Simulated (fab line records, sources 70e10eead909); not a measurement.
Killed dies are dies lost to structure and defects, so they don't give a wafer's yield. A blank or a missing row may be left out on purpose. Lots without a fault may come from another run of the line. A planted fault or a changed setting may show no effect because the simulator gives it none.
Chamber matching | flow nand_harc | NHARC_P_M1_STRIP_18 on rie_diel-08: 4 sister chambers
The step strips in N2/H2. 16 wafers are shown with their chamber, then 8 later ones without.

WAFERS WITH THEIR CHAMBER
wafer  | chamber | showerhead_plenum_p_Torr (Torr) | rf_vpp_V (V) | oes_product_au (a.u.)
L356.1 | 0       | 2.15                            | 90.4         | 1.012
L356.2 | 3       | 1.89                            | 89.8         | 1.008
L356.5 | 1       | 2.18                            | 91.3         | 1.020
L359.1 | 1       | 2.18                            | 91.4         | 1.010
L359.2 | 2       | 2.03                            | 89.6         | 0.995
L359.5 | 2       | 2.03                            | 90.3         | 0.976
L362.1 | 0       | 2.15                            | 91.2         | 0.993
L362.2 | 3       | 1.89                            | 89.3         | 0.995
L362.4 | 0       | 2.15                            | 92.1         | 0.995
L364.2 | 2       | 2.03                            | 91.6         | 0.982
L364.5 | 2       | 2.03                            | 91.2         | 0.985
L364.6 | 1       | 2.17                            | 90.5         | 0.995
L374.1 | 3       | 1.89                            | 90.1         | 1.004
L374.4 | 1       | 2.17                            | 91.8         | 1.007
L374.6 | 3       | 1.89                            | 89.3         | 0.994
L375.1 | 3       | 1.89                            | 89.9         | 0.993

SIGNATURES (means of the wafers above)
reading                  | chamber 0 | chamber 1 | chamber 2 | chamber 3 | scatter within a chamber
showerhead_plenum_p_Torr | 2.1500    | 2.1750    | 2.0300    | 1.8900    | 0.00289
rf_vpp_V                 | 91.233    | 91.250    | 90.675    | 89.680    | 0.664
oes_product_au           | 1.00000   | 1.00800   | 0.98450   | 0.99880   | 0.0087
Rule: a wafer's distance from a chamber is the root of the sum, over the readings, of the square of ((its reading less the chamber's mean) divided by the reading's scatter). The wafer belongs to the nearest chamber; if the next one is less than 2 further off, it can't be placed. The scatter: the root of (the sum of the squares of (reading less its chamber's mean) over the shown wafers, divided by (wafers less chambers)).

WAFERS WITHOUT THEIR CHAMBER
wafer  | showerhead_plenum_p_Torr (Torr) | rf_vpp_V (V) | oes_product_au (a.u.)
L375.3 | 2.15                            | 92.1         | 1.002
L375.4 | 2.17                            | 92.5         | 1.018
L376.1 | 2.17                            | 90.2         | 1.014
L376.4 | 2.15                            | 91.4         | 1.000
L376.5 | 1.89                            | 90.1         | 0.991
L377.2 | 2.03                            | 90.1         | 0.991
L377.3 | 2.15                            | 90.2         | 1.018
L377.5 | 2.15                            | 92.0         | 1.010

WHICH CHAMBER EACH WENT THROUGH
wafer  | from the rows above | in truth
L375.3 | 0                   | 0
L375.4 | 1                   | 1
L376.1 | 1                   | 1
L376.4 | 0                   | 0
L376.5 | 3                   | 3
L377.2 | 2                   | 2
L377.3 | 0                   | 0
L377.5 | 0                   | 0
Placed correctly: 8 of 8. Can't be placed from these rows: 0. Placed wrongly: 0.
